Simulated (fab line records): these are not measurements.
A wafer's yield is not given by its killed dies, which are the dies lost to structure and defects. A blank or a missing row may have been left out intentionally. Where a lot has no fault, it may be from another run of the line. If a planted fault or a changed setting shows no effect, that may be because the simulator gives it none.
fab line records | flow nandHarc
record: lots: 5 wafers: 15 lastDay: 24
route steps=1159 shown P_M0@263 P_M1@285 END@1159
lots that met no fault: from a run of the same line without faults
startH: start of the lot's first displayed wafer, in hours after the record's first day | waitH: hours elapsed since this lot's preceding step | " as in the row above | L1.1+2: a single row standing in for several wafers | - either no value or no given start | * or withheld: withheld | < > ~ a bound
route shown NAME@n: names a module that has steps shown in the file, with the first one's number in the route | usual: average and standard deviation across the fault-free wafers | same: alike in all rows | chamber/n: place in a boat | sites: readings site by site | _std_site: standard deviation of those values | _edge_site: inner sites' mean taken away from outer sites' mean | radiusMm: for every site, how far away it sits from the centre of the wafer | mask NAME#n: copy n | behind: tool/chamber where the wafer was last shaped | hold: reason for holding the lot/hours on hold/outcome of the hold | device: which transistor (n, p or np) failed to switch | end of line: at the end of the route, the tests of the same wafers | for a step that has no rows: nothing shown but its recipe | killed: dies that structure and defects cost at the first sort, which is not the same as the wafer's yield | map: per-die view of a wafer (x killed, . not killed, _ where there is no die)
set.NAME: the run value of the setting; set.NAME@STEP: its run value at that earlier step | model.NAME: the simulator's own value behind a step, which no gauge read
a table for each step, a row for each wafer; lots at some steps of the route
services: a tool's chamber out of use, with start hour (startH, from the record's first day; less than 0 if before it), hours out, and reason
== steps ==
step: NHARC_P_M0_CD_MEAS_09
recipe: targetCdNm: 90 landingEnergyEv: 500
usual: cdNm: 90.2/0.81
columns lot.wafer tool chamber startH waitH cdNm
L409.2 cdSem-01 0 140.20 - 91.1
L409.3 " 0 " " 89.1
L409.6 " 0 " " 89.9
L418.2 cdSem-02 0 194.17 - 90.5
L418.4 " 0 " " 90.5
L418.6 " 0 " " 90.4
L421.1 cdSem-02 0 220.12 - 90.4
L421.2 " 0 " " 90.3
L421.3 " 0 " " 90.3
L426.4 cdSem-01 0 247.48 - 88.9
L426.5 " 0 " " 89.7
L426.6 " 0 " " 90.0
L427.1 cdSem-03 0 247.83 - 89.8
L427.2 " 0 " " 91.2
L427.5 " 0 " " 90.3
step: NHARC_P_M0_OVL_MEAS_10
recipe: pitchNm: 180
usual: overlayXNm: 0.1/0.97 overlayYNm: -0.1/0.74
columns lot.wafer tool chamber startH waitH overlayXNm overlayYNm
L409.2 overlay-01 - 140.29 - -0.8 -0.3
L409.3 " - " " -0.8 0.5
L409.6 " - " " -0.8 -0.2
L418.2 overlay-02 - 194.26 - -0.8 1.1
L418.4 " - " " -0.2 0.7
L418.6 " - " " -0.9 1.0
L421.1 overlay-01 - 220.21 - -0.5 -1.0
L421.2 " - " " -0.2 -0.8
L421.3 " - " " -0.7 -0.4
L426.4 overlay-01 - 247.56 - 1.0 -0.6
L426.5 " - " " 0.5 -1.0
L426.6 " - " " -0.4 0.0
L427.1 overlay-01 - 247.92 - 0.3 -0.2
L427.2 " - " " 0.4 -0.8
L427.5 " - " " 0.8 -0.4
step: NHARC_P_M0_INSPECT_11
usual: rawDefectCount: 3.6/2
columns lot.wafer tool chamber startH waitH rawDefectCount
L409.2 defectInspect-01 - 140.33 0.0 5
L409.3 " - " " 6
L409.6 " - " " 5
L418.2 defectInspect-01 - 194.30 0.0 2
L418.4 " - " " 3
L418.6 " - " " 3
L421.1 defectInspect-01 - 220.25 0.0 0
L421.2 " - " " 1
L421.3 " - " " 3
L426.4 defectInspect-01 - 247.59 0.0 4
L426.5 " - " " 2
L426.6 " - " " 5
L427.1 defectInspect-02 - 247.95 0.0 6
L427.2 " - " " 1
L427.5 " - " " 4
step: NHARC_P_M0_DESCUM_14
recipe: timeS: 3 o2FlowSccm: 200 arFlowSccm: 0 biasPowerW: 0 chemistry: O2
step: NHARC_P_M0_ETCH_34
recipe: targetDepthA: 400 overetchA: 120 timeS: 43.94 ionEnergyEv: 200 n2FlowSccm: 150 h2FlowSccm: 150 arFlowSccm: 0 rfW: 400 biasW: 150 chemistry: N2/H2
step: NHARC_P_M0_ETCH_15
recipe: targetDepthA: 1500 overetchA: 150 timeS: 82.5 c4f8FlowSccm: withheld arFlowSccm: 400 rfW: 600 biasW: 300 chemistry: C4F8/Ar
step: NHARC_P_M0_CD_MEAS_16
usual: cdNm: 90.4/0.95
columns lot.wafer tool chamber startH waitH cdNm
L409.2 cdSem-02 - 140.70 - 91.6
L409.3 " - " " 89.8
L409.6 " - " " 90.3
L418.2 cdSem-01 - 194.66 - 90.3
L418.4 " - " " 89.9
L418.6 " - " " 91.2
L421.1 cdSem-02 - 220.61 - 89.7
L421.2 " - " " 90.9
L421.3 " - " " 90.5
L426.4 cdSem-02 - 247.97 - 89.5
L426.5 " - " " 90.6
L426.6 " - " " 90.6
L427.1 cdSem-03 - 248.31 - 90.8
L427.2 " - " " 90.0
L427.5 " - " " 91.6
step: NHARC_P_M0_STRIP_18
recipe: powerW: 1000 n2FlowSccm: 150 h2FlowSccm: 150 arFlowSccm: 0 biasW: 0 chemistry: N2/H2
step: NHARC_P_M0_STRIP_19
recipe: timeS: 600 tempC: 30 chemistry: postEtchResidueRemover
step: NHARC_P_M0_DEGAS_28
recipe: tempC: 250 timeS: 60
step: NHARC_P_M0_PRE_CLEAN_29
recipe: timeS: 30 tempC: 280 gas: H2/He
step: NHARC_P_M0_PVD_20
recipe: targetThkA: 50 biasV: 168.6 powerW: 15000 chamberPressurePa: 0.12 timeS: 8.06 substrateTempC: 50 material: TaN
usual: throttleValvePct: 29.9/1.1
columns lot.wafer tool chamber startH waitH throttleValvePct
L409.2 pvdSputter-01 - - - 29.8
L409.3 " - " " 31.8
L409.6 " - " " 29.6
L418.4 pvdSputter-03 - - - 30.0
L418.2 " - " " 29.9
L418.6 " - " " 29.8
L421.1 pvdSputter-01 - - - 28.5
L421.2 " - " " 28.9
L421.3 " - " " 29.0
L426.4 pvdSputter-03 - - - 31.0
L426.6 " - " " 31.4
L426.5 " - " " 29.6
L427.2 pvdSputter-02 - - - 32.2
L427.1 " - " " 27.1
L427.5 " - " " 32.1
step: NHARC_P_M0_PVD_21
recipe: targetThkA: 300 chamberPressurePa: 5 powerW: 5000 substrateTempC: 30 timeS: 20.49 material: Cu
usual: throttleValvePct: 29.9/1.1
columns lot.wafer tool chamber startH waitH throttleValvePct
L409.2 pvdSputter-01 - 141.72 - 29.7
L409.3 " - " " 32.1
L409.6 " - " " 31.5
L418.4 pvdSputter-03 - 195.53 - 31.3
L418.2 " - " " 29.6
L418.6 " - " " 31.4
L421.3 pvdSputter-01 - 221.50 - 29.0
L421.1 " - " " 31.7
L421.2 " - " " 28.6
L426.4 pvdSputter-03 - 248.81 - 29.3
L426.5 " - " " 31.1
L426.6 " - " " 29.5
L427.2 pvdSputter-02 - 249.17 - 29.6
L427.1 " - " " 30.9
L427.5 " - " " 27.5
step: NHARC_P_M0_ECD_22
recipe: targetThkA: 4000 bathTempC: 25 material: Cu
step: NHARC_P_M0_ANNEAL_30
recipe: tempC: 225 timeS: 90
usual: wafer_temp_C_max: 226.18/0.28
columns lot.wafer tool chamber startH waitH wafer_temp_C_max
L409.2 rtpAnneal-01 0 142.38 0.4 225.91
L409.3 " 0 " " 225.83
L409.6 " 0 " " 226.11
L418.2 rtpAnneal-02 0 196.10 0.4 226.32
L418.4 " 0 " " 226.04
L418.6 " 0 " " 226.14
L421.1 rtpAnneal-02 0 222.00 0.3 226.11
L421.2 " 0 " " 226.24
L421.3 " 0 " " 226.43
L426.4 rtpAnneal-02 0 249.47 - 226.16
L426.5 " 0 " " 226.50
L426.6 " 0 " " 226.18
L427.1 rtpAnneal-01 0 249.68 0.3 226.11
L427.2 " 0 " " 226.26
L427.5 " 0 " " 226.08
step: NHARC_P_M0_CMP_23
recipe: tOverpolishS: 20 targetThkNm: 117.53
usual: motorCurrentA: 12.3/1.2 timeToEndpointS: 28.0/2.4
columns lot.wafer tool chamber startH waitH motorCurrentA timeToEndpointS
L409.3 cmp-03 3 142.74 - 14.1 28.8
L409.2 " 0 " " 12.2 27.1
L409.6 " 1 " " 13.2 24.9
L418.2 cmp-03 1 196.38 - 13.2 29.2
L418.4 " 0 " " 12.0 29.0
L418.6 " 1 " " 12.7 28.1
L421.2 cmp-01 2 222.35 - 11.9 30.4
L421.3 " 3 " " 10.1 28.2
L421.1 " 1 " " 11.9 23.9
L426.4 cmp-03 3 249.72 - 14.4 29.7
L426.6 " 1 " " 12.8 24.9
L426.5 " 2 " " 11.4 29.4
L427.1 cmp-04 2 250.05 - 11.1 28.8
L427.2 " 3 " " 13.6 29.7
L427.5 " 2 " " 12.0 29.9
step: NHARC_P_M0_SRD_25
step: NHARC_P_M0_INSPECT_27
usual: rawDefectCount: 316/130
columns lot.wafer tool chamber startH waitH rawDefectCount
L409.2 defectInspect-02 - 143.15 0.0 192
L409.3 " - " " 333
L409.6 " - " " 311
L418.2 defectInspect-02 - 196.86 0.0 255
L418.4 " - " " 385
L418.6 " - " " 279
L421.1 defectInspect-02 - 222.82 0.0 323
L421.2 " - " " 448
L421.3 " - " " 437
L426.4 defectInspect-01 - 250.14 0.0 331
L426.5 " - " " 208
L426.6 " - " " 246
L427.1 defectInspect-01 - 250.52 0.0 308
L427.2 " - " " 473
L427.5 " - " " 493
step: NHARC_P_M0_PRE_CLEAN_31
recipe: timeS: 12 tempC: 370 rfPowerW: 300 gas: NH3
step: NHARC_P_M0_DEP_32
recipe: targetThkA: 300 tempC: 370 targetThkNm: 30 pressureTorr: 3 flowSccm: 200 rfW: 450 material: SiCN
usual: heaterPowerW: 583/80 rfFwdPowerW: 449.1/1.4
columns lot.wafer tool chamber startH waitH heaterPowerW rfFwdPowerW sinceWetCleanH
L409.2 pecvd-03 2 143.43 0.1 630 447.9 19
L409.3 " 0 " " 529 449.0 19
L409.6 " 0 " " 529 449.3 -
L418.2 pecvd-02 0 197.04 0.1 708 446.9 31
L418.4 " 2 " " 667 447.5 -
L418.6 " 0 " " 706 447.3 -
L421.2 pecvd-02 0 222.97 0.1 666 449.3 57
L421.3 " 1 " " 478 451.0 57
L421.1 " 2 " " 651 450.6 57
L426.4 pecvd-02 2 250.43 0.2 595 446.6 -
L426.5 " 0 " " 592 450.3 -
L426.6 " 1 " " 446 446.3 -
L427.2 pecvd-04 0 250.79 0.1 578 449.1 42
L427.1 " 1 " " 489 449.1 42
L427.5 " 1 " " 490 447.4 -
step: NHARC_P_M1_DEP_00
recipe: targetThkA: 1825 targetThkNm: 182.5 tempC: withheld pressureTorr: 5 flowSccm: 200 rfW: 600 material: SiOC
step: NHARC_P_M1_DEHYDRATE_01
recipe: tempC: 150 timeS: 120
step: NHARC_P_M1_HMDS_02
recipe: timeS: 30
step: NHARC_P_M1_COAT_34
recipe: tempC: 200 timeS: 65
step: NHARC_P_M1_COAT_03
recipe: spinRpm: 1500 resistThkNm: 90
step: NHARC_P_M1_SOFTBAKE_04
recipe: tempC: 105 timeS: 55
step: NHARC_P_M1_EBR_05
step: NHARC_P_M1_EXPOSE_06
recipe: na: 1.35 targetCdNm: 130 doseMj: 81.88 maskId: P_M1
step: NHARC_P_M1_PEB_07
recipe: pebTempC: 100 pebTimeS: 65
step: NHARC_P_M1_DEVELOP_08
recipe: developTimeS: 35 devTempC: 23
step: NHARC_P_M1_CD_MEAS_09
recipe: targetCdNm: 130 landingEnergyEv: 500
usual: cdNm: 130.6/0.82
columns lot.wafer tool chamber startH waitH cdNm
L409.2 cdSem-02 0 144.67 - 130.7
L409.3 " 0 " " 131.2
L409.6 " 0 " " 130.4
L418.2 cdSem-02 0 198.26 - 130.0
L418.4 " 0 " " 128.5
L418.6 " 0 " " 129.6
L421.2 cdSem-01 0 224.22 - 130.8
L421.3 " 0 " " 130.8
L426.4 cdSem-01 0 251.53 - 130.4
L426.5 " 0 " " 129.0
L426.6 " 0 " " 130.2
L427.1 cdSem-03 0 252.05 - 131.5
L427.2 " 0 " " 130.2
L427.5 " 0 " " 130.5
step: NHARC_P_M1_OVL_MEAS_10
recipe: pitchNm: 260
usual: overlayXNm: 0.0/0.85 overlayYNm: -0.1/1
columns lot.wafer tool chamber startH waitH overlayXNm overlayYNm
L409.2 overlay-01 - 144.76 - 0.4 -0.4
L409.3 " - " " -0.3 -0.8
L409.6 " - " " 0.2 -0.7
L418.2 overlay-02 - 198.34 - 0.1 0.7
L418.4 " - " " 0.9 0.8
L418.6 " - " " 0.5 0.9
L421.2 overlay-02 - 224.30 - -1.5 0.4
L421.3 " - " " -1.6 -0.2
L426.4 overlay-02 - 251.61 - 0.4 -1.3
L426.5 " - " " 0.1 -1.2
L426.6 " - " " -0.1 -1.0
L427.1 overlay-02 - 252.14 - -1.0 0.2
L427.2 " - " " -1.3 0.2
L427.5 " - " " -2.1 0.7
step: NHARC_P_M1_INSPECT_11
usual: rawDefectCount: 3.8/2.4
columns lot.wafer tool chamber startH waitH rawDefectCount
L409.2 defectInspect-02 - 144.80 0.0 5
L409.3 " - " " 6
L409.6 " - " " 7
L418.2 defectInspect-01 - 198.38 0.0 3
L418.4 " - " " 4
L418.6 " - " " 7
L421.2 defectInspect-01 - 224.34 0.0 5
L421.3 " - " " 3
L426.4 defectInspect-02 - 251.65 0.0 4
L426.5 " - " " 4
L426.6 " - " " 4
L427.1 defectInspect-01 - 252.17 0.0 5
L427.2 " - " " 3
L427.5 " - " " 4
step: NHARC_P_M1_DESCUM_14
recipe: timeS: 3 o2FlowSccm: 200 arFlowSccm: 0 biasPowerW: 0 chemistry: O2
step: NHARC_P_M1_ETCH_35
recipe: targetDepthA: 400 overetchA: 120 timeS: 43.94 ionEnergyEv: 200 n2FlowSccm: 150 h2FlowSccm: 150 arFlowSccm: 0 rfW: 400 biasW: 150 chemistry: N2/H2
step: NHARC_P_M1_ETCH_15
recipe: targetDepthA: 1825 timeS: 91.2 c4f8FlowSccm: withheld arFlowSccm: 400 rfW: 600 biasW: 300 chemistry: C4F8/Ar
step: NHARC_P_M1_CD_MEAS_16
usual: cdNm: 130.8/1.1
columns lot.wafer tool chamber startH waitH cdNm
L409.2 cdSem-03 - 145.23 - 131.5
L409.3 " - " " 132.9
L409.6 " - " " 131.2
L418.2 cdSem-03 - 198.75 - 129.8
L418.4 " - " " 129.2
L418.6 " - " " 130.9
L421.2 cdSem-01 - 224.71 - 131.4
L421.3 " - " " 128.9
L426.4 cdSem-03 - 252.03 - 132.1
L426.5 " - " " 126.6
L426.6 " - " " 129.9
L427.1 cdSem-02 - 252.54 - 129.2
L427.2 " - " " 131.4
L427.5 " - " " 130.4
step: NHARC_P_M1_STRIP_18
recipe: powerW: 1000 n2FlowSccm: 150 h2FlowSccm: 150 arFlowSccm: 0 biasW: 0 chemistry: N2/H2
usual: drypumpMotorCurrentA: 5.6/0.41 oesProductAu: 1.001/0.013 rfFwdPowerW: 996.9/2.9 rfVppV: 90.7/1 showerheadPlenumPTorr: 2.05/0.091 throttleValvePct: 14.170/0.009
columns lot.wafer tool chamber startH waitH drypumpMotorCurrentA oesProductAu rfFwdPowerW rfHoursCounterH rfVppV showerheadPlenumPTorr throttleValvePct
L409.3 rieDiel-11 3 145.32 0.1 5.4 1.000 995.8 10 91.8 2.07 14.167
L409.2 " 0 " " 5.4 1.017 997.3 8 92.6 2.14 14.169
L409.6 " 3 " " 5.4 0.992 996.2 - 92.5 2.07 14.177
L418.4 rieDiel-11 3 198.82 0.1 5.4 1.006 991.7 0 91.4 2.07 14.168
L418.2 " 0 " " 5.3 1.016 996.7 0 91.6 2.14 14.175
L418.6 " 0 " " 5.4 1.011 997.0 - 90.0 2.14 14.159
L421.2 rieDiel-05 2 224.80 0.1 6.3 1.015 997.9 1 89.7 1.94 14.182
L421.3 " 0 " " 5.9 1.014 1000.0 1 90.5 2.08 14.166
L426.4 rieDiel-05 2 252.09 0.1 6.3 1.008 995.6 2 89.7 1.94 14.168
L426.5 " 2 " " 6.3 1.001 998.8 - 89.1 1.94 14.170
L426.6 " 3 " " 5.1 1.003 997.3 - 90.5 2.19 14.180
L427.2 rieDiel-11 3 252.65 0.1 5.4 1.013 996.4 4 91.0 2.07 14.165
L427.1 " 1 " " 5.2 1.001 997.8 3 91.6 2.06 14.146
L427.5 " 2 " " 5.6 1.012 997.9 - 91.2 2.11 14.185
step: NHARC_P_M1_ETCH_28
recipe: targetDepthA: 300 overEtchFrac: 0.3 timeS: 72.99 ionEnergyEv: 150 cf4FlowSccm: 50 n2FlowSccm: 100 arFlowSccm: 150 rfW: 300 biasW: 100 chemistry: CF4/N2
step: NHARC_P_M1_STRIP_19
recipe: timeS: 600 tempC: 30 chemistry: postEtchResidueRemover
step: NHARC_END_SORT_01
recipe: tempC: 25
usual: defectLimitedYield: 95.3/1.7 killedAtArray: 28/11 killedAtOther: 0.8/1.1 killedAtPeriphery: 3.3/2.8 killedDies: 32/11 killedOpen: 3.3/1.9 killedShort: 1.9/1.4 sort_bin_2_pct: 1.4/0.68 sort_bin_3_pct: 0.25/0.24 sort_bin_4_pct: 3.0/1.1 sortNPass: 645/11 sortRimYieldPct: 95.3/2.5 sortYieldPct: 95.3/1.7
same: grossDies: 677 sort_bin_5_pct[%]: 0 sort_bin_6_pct[%]: 0 sort_bin_7_pct[%]: 0 sort_bin_8_pct[%]: 0 sortRimNGross: 106.00
columns lot.wafer tool chamber startH waitH defectLimitedYield[%] killedAtArray killedAtOther killedAtPeriphery killedDies killedOpen killedShort sort_bin_2_pct[%] sort_bin_3_pct[%] sort_bin_4_pct[%] sortNPass sortRimYieldPct[%] sortYieldPct[%]
L409.2 prober-02 0 469.61 2.8 96.5 20 0 4 24 6 1 0.3 0.30 3.0 653 92.5 96.5
L409.3 prober-02 0 470.40 3.1 95.1 25 0 8 33 7 4 1.0 0.74 3.1 644 91.5 95.1
L409.6 prober-02 0 472.80 4.0 95.6 24 0 6 30 3 2 1.6 0.30 2.5 647 98.1 95.6
L418.2 prober-02 0 506.81 2.8 93.2 36 2 8 46 6 2 2.7 0.44 3.7 631 94.3 93.2
L418.4 prober-02 0 508.44 3.4 93.5 37 0 7 44 5 2 2.4 0.30 3.8 633 91.5 93.5
L418.6 prober-02 0 510.07 4.1 95.3 24 2 6 32 3 2 1.8 0.15 2.8 645 95.3 95.3
L421.1 prober-01 0 561.02 2.5 0 21 0 656 677 0 1 97.5 0.15 2.4 0 0 0
L421.2 prober-01 0 561.82 2.8 96.5 18 2 4 24 3 3 1.5 0.30 1.8 653 91.5 96.5
L421.3 prober-01 0 562.62 3.1 95.9 24 2 2 28 4 1 1.5 0.15 2.5 649 99.1 95.9
L426.4 prober-01 0 571.16 3.4 97.2 14 0 5 19 4 2 0.7 0.15 1.9 658 98.1 97.2
L426.5 prober-01 0 571.96 3.7 96.6 20 0 3 23 5 4 0.9 0.30 2.2 654 98.1 96.6
L426.6 prober-01 0 572.76 4.0 96.3 20 0 5 25 5 2 1.3 0 2.4 652 96.2 96.3
L427.1 prober-02 0 584.24 2.5 90.8 52 5 5 62 1 1 3.4 1.03 4.7 615 94.3 90.8
L427.2 prober-02 0 585.03 2.8 91.6 51 1 5 57 6 2 2.5 0.59 5.3 620 94.3 91.6
L427.5 prober-02 0 587.41 3.7 92.3 44 3 5 52 4 3 1.9 1.18 4.6 625 94.3 92.3
killed by level:class
L409.2 A_SLIT:chamberFilmFlake=5 A_CHANNEL_HOLE_D1:chamberFilmFlake=3 A_CONTACT:chamberFilmFlake=3 A_CONTACT:geometricParticle:open=2 P_GATE:chamberFilmFlake=2 A_STAIRCASE:chamberFilmFlake=2 P_CONTACT:geometricParticle:open=1 A_ONON_D1:geometricParticle:open=1
L409.3 A_SLIT:chamberFilmFlake=12 A_STAIRCASE:chamberFilmFlake=3 P_M0:geometricParticle:open=2 A_ONON_D1:geometricParticle:open=2 A_CHANNEL_FILL_D1:geometricParticle:short=2 P_ZERO_WELL:chamberFilmFlake=2 A_CONTACT:chamberFilmFlake=2 P_CONTACT:geometricParticle:short=1
L409.6 A_SLIT:chamberFilmFlake=11 P_ZERO_WELL:chamberFilmFlake=3 A_CHANNEL_HOLE_D1:chamberFilmFlake=3 A_STAIRCASE:chamberFilmFlake=3 A_CONTACT:chamberFilmFlake=3 A_SGD_CUT:geometricParticle:short=2 P_STI:geometricParticle:open=1 P_M0:geometricParticle:open=1
L418.2 A_CHANNEL_HOLE_D1:chamberFilmFlake=16 A_STAIRCASE:chamberFilmFlake=7 A_CONTACT:chamberFilmFlake=5 A_M0:geometricParticle:open=3 P_M1:geometricParticle:open=2 P_M1:chamberFilmFlake=2 P_M2:chamberFilmFlake=2 THIN_TSV:chamberFilmFlake=2
L418.4 A_CHANNEL_HOLE_D1:chamberFilmFlake=21 A_STAIRCASE:chamberFilmFlake=5 A_CONTACT:chamberFilmFlake=5 P_M0:geometricParticle:open=2 P_ZERO_WELL:chamberFilmFlake=2 P_STI:geometricParticle:open=1 P_M0:geometricParticle:short=1 A_ONON_D1:geometricParticle:open=1
L418.6 A_CHANNEL_HOLE_D1:chamberFilmFlake=14 A_STAIRCASE:chamberFilmFlake=5 A_CONTACT:chamberFilmFlake=4 THIN_TSV:chamberFilmFlake=2 P_STI:geometricParticle:short=1 P_GATE:geometricParticle:open=1 P_GATE:geometricParticle:short=1 P_CONTACT:geometricParticle:open=1
L421.1 P_M0:areaPvd=655 A_CHANNEL_HOLE_D1:chamberFilmFlake=8 A_STAIRCASE:chamberFilmFlake=8 A_CONTACT:chamberFilmFlake=2 A_SGD_CUT:geometricParticle:short=1 P_M1:chamberFilmFlake=1 A_WL_FILL:chamberFilmFlake=1 A_BONDPAD:chamberFilmFlake=1
L421.2 A_STAIRCASE:chamberFilmFlake=10 P_M1:chamberFilmFlake=3 A_WL_FILL:geometricParticle:open=2 A_CHANNEL_HOLE_D1:chamberFilmFlake=2 THIN_TSV:chamberFilmFlake=2 P_M2:geometricParticle:open=1 A_SOURCE_PLATE:geometricParticle:short=1 A_CHANNEL_FILL_D1:geometricParticle:short=1
L421.3 A_STAIRCASE:chamberFilmFlake=7 A_CHANNEL_HOLE_D1:chamberFilmFlake=6 A_CONTACT:chamberFilmFlake=3 A_WL_FILL:geometricParticle:open=2 P_M1:chamberFilmFlake=2 A_WL_FILL:chamberFilmFlake=2 THIN_TSV:chamberFilmFlake=2 A_ONON_D1:geometricParticle:open=1
L426.4 A_CONTACT:chamberFilmFlake=7 P_ZERO_WELL:chamberFilmFlake=3 A_CHANNEL_HOLE_D1:chamberFilmFlake=2 P_GATE:geometricParticle:open=1 P_M0:geometricParticle:open=1 A_CHANNEL_HOLE_D1:geometricParticle:short=1 A_CHANNEL_FILL_D1:geometricParticle:short=1 A_CONTACT:geometricParticle:open=1
L426.5 A_CHANNEL_HOLE_D1:chamberFilmFlake=6 A_CONTACT:chamberFilmFlake=4 A_STAIRCASE:chamberFilmFlake=3 P_CONTACT:geometricParticle:open=2 A_CHANNEL_FILL_D1:geometricParticle:open=2 A_CHANNEL_FILL_D1:geometricParticle:short=2 A_SGD_CUT:geometricParticle:short=1 A_WL_FILL:geometricParticle:short=1
L426.6 A_CHANNEL_HOLE_D1:chamberFilmFlake=6 A_CONTACT:chamberFilmFlake=5 P_M0:geometricParticle:open=2 A_CHANNEL_FILL_D1:geometricParticle:short=2 P_ZERO_WELL:chamberFilmFlake=2 A_CHANNEL_FILL_D1:geometricParticle:open=1 A_CONTACT:geometricParticle:open=1 A_BLC:geometricParticle:open=1
L427.1 A_CHANNEL_HOLE_D1:chamberFilmFlake=25 A_SLIT:chamberFilmFlake=12 A_WL_FILL:chamberFilmFlake=6 A_CONTACT:chamberFilmFlake=6 P_STI:chamberFilmFlake=4 THIN_TSV:chamberFilmFlake=4 P_CONTACT:geometricParticle:open=1 STARTING-WAFER:geometricParticle:short=1
L427.2 A_CHANNEL_HOLE_D1:chamberFilmFlake=23 A_SLIT:chamberFilmFlake=16 A_CONTACT:chamberFilmFlake=3 A_WL_FILL:geometricParticle:short=2 P_M2:chamberFilmFlake=2 A_WL_FILL:chamberFilmFlake=2 P_GATE:geometricParticle:open=1 P_M0:geometricParticle:open=1
L427.5 A_CHANNEL_HOLE_D1:chamberFilmFlake=19 A_SLIT:chamberFilmFlake=17 P_GATE:chamberFilmFlake=4 THIN_TSV:chamberFilmFlake=3 A_WL_FILL:geometricParticle:open=2 P_M1:geometricParticle:open=1 A_ONON_D1:geometricParticle:short=1 A_CHANNEL_HOLE_D1:geometricParticle:open=1
map L421.1 (x killed, . not)
____________x____________
_________xxxxxxx_________
_______xxxxxxxxxxx_______
______xxxxxxxxxxxxx______
_____xxxxxxxxxxxxxxx_____
____xxxxxxxxxxxxxxxxx____
____xxxxxxxxxxxxxxxxx____
___xxxxxxxxxxxxxxxxxxx___
___xxxxxxxxxxxxxxxxxxx___
__xxxxxxxxxxxxxxxxxxxxx__
__xxxxxxxxxxxxxxxxxxxxx__
_xxxxxxxxxxxxxxxxxxxxxxx_
_xxxxxxxxxxxxxxxxxxxxxxx_
_xxxxxxxxxxxxxxxxxxxxxxx_
_xxxxxxxxxxxxxxxxxxxxxxx_
_xxxxxxxxxxxxxxxxxxxxxxx_
xxxxxxxxxxxxxxxxxxxxxxxxx
xxxxxxxxxxxxxxxxxxxxxxxxx
xxxxxxxxxxxxxxxxxxxxxxxxx
xxxxxxxxxxxxxxxxxxxxxxxxx
xxxxxxxxxxxxxxxxxxxxxxxxx
_xxxxxxxxxxxxxxxxxxxxxxx_
_xxxxxxxxxxxxxxxxxxxxxxx_
_xxxxxxxxxxxxxxxxxxxxxxx_
_xxxxxxxxxxxxxxxxxxxxxxx_
_xxxxxxxxxxxxxxxxxxxxxxx_
__xxxxxxxxxxxxxxxxxxxxx__
__xxxxxxxxxxxxxxxxxxxxx__
___xxxxxxxxxxxxxxxxxxx___
___xxxxxxxxxxxxxxxxxxx___
____xxxxxxxxxxxxxxxxx____
____xxxxxxxxxxxxxxxxx____
_____xxxxxxxxxxxxxxx_____
______xxxxxxxxxxxxx______
_______xxxxxxxxxxx_______
_________xxxxxxx_________
____________x____________
map L409.3 (x killed, . not)
____________.____________
_________......._________
_______..........._______
______.............______
_____..............._____
____.x...............____
____x................____
___...................___
___x............x.....___
__.....................__
__.....................__
_......................._
_.x.x..................._
_......................._
_......................._
_..x...................._
.........................
................x........
.........................
......................x..
.x.......................
_......................._
_.....x................._
_.......x..............._
_x.x.x.........x........_
_..x.x.................._
__..x.......x.....x....__
__..x.x.........xx.....__
___x..................___
___x.x................___
____..x..............____
____.x...............____
_____.x............._____
______.......x.....______
_______.x........._______
_________......._________
____________.____________
== services ==
columns tool chamber startH hours kind
pecvd-02 - 123.22 0.9 repair
cmp-04 - 130.05 0.6 repair
rieDiel-05 2 133.48 5.2 repair
cmp-01 - 133.97 3.2 repair
rieDiel-05 1 135.13 49.1 repair
cmp-01 - 140.08 0.4 repair
pecvd-04 2 148.30 5.7 repair
cmp-01 - 148.99 0.5 repair
cmp-04 - 151.76 1.1 repair
pecvd-02 - 153.33 13.0 pm
cmp-04 - 154.51 0.9 repair
cmp-03 - 156.93 4.0 pm
pvdSputter-01 - 158.83 10.0 pm
cmp-04 - 159.14 1.7 repair
rieDiel-05 - 163.60 9.0 pm
pecvd-02 - 178.66 1.9 repair
rieDiel-11 - 189.50 9.0 pm
pecvd-02 1 197.67 1.8 repair
pvdSputter-02 - 206.10 2.2 repair
pvdSputter-03 - 207.74 10.3 repair
pvdSputter-02 - 214.00 10.0 pm
rieDiel-05 2 227.71 5.5 repair
pvdSputter-01 - 240.30 3.6 repair
pvdSputter-01 - 252.22 3.2 repair
== key ==
firstSign: step: NHARC_END_SORT_01 reading: killedAtPeriphery direction: up sigmas: 99+ usual: 3.3 struck: 656
effect: step: NHARC_END_SORT_01 reading: sort_bin_2_pct direction: up sigmas: 99+ usual: 1.4 struck: 97.5
moreKillsBornAt: NHARC_P_M0_PVD_21@pvdSputter-01: 655
metAt NHARC_P_M0_PVD_21
struckWafers L421.1
laterRowsLeftOut L421.1
onsetBetween 141.72 221.50
fault: kind: processParameterDrift tool: pvdSputter-01 chamber: - onsetH: 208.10 steps: NHARC_P_M0_PVD_21 channel: targetThkA offset: * shape: step endH: 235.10 scope: struckWafersOnly actsIn: * stated: *
laterRowsLeftOut: the simulator's readings of these wafers behind a module that went badly wrong aren't trusted and aren't shown, but for the sort
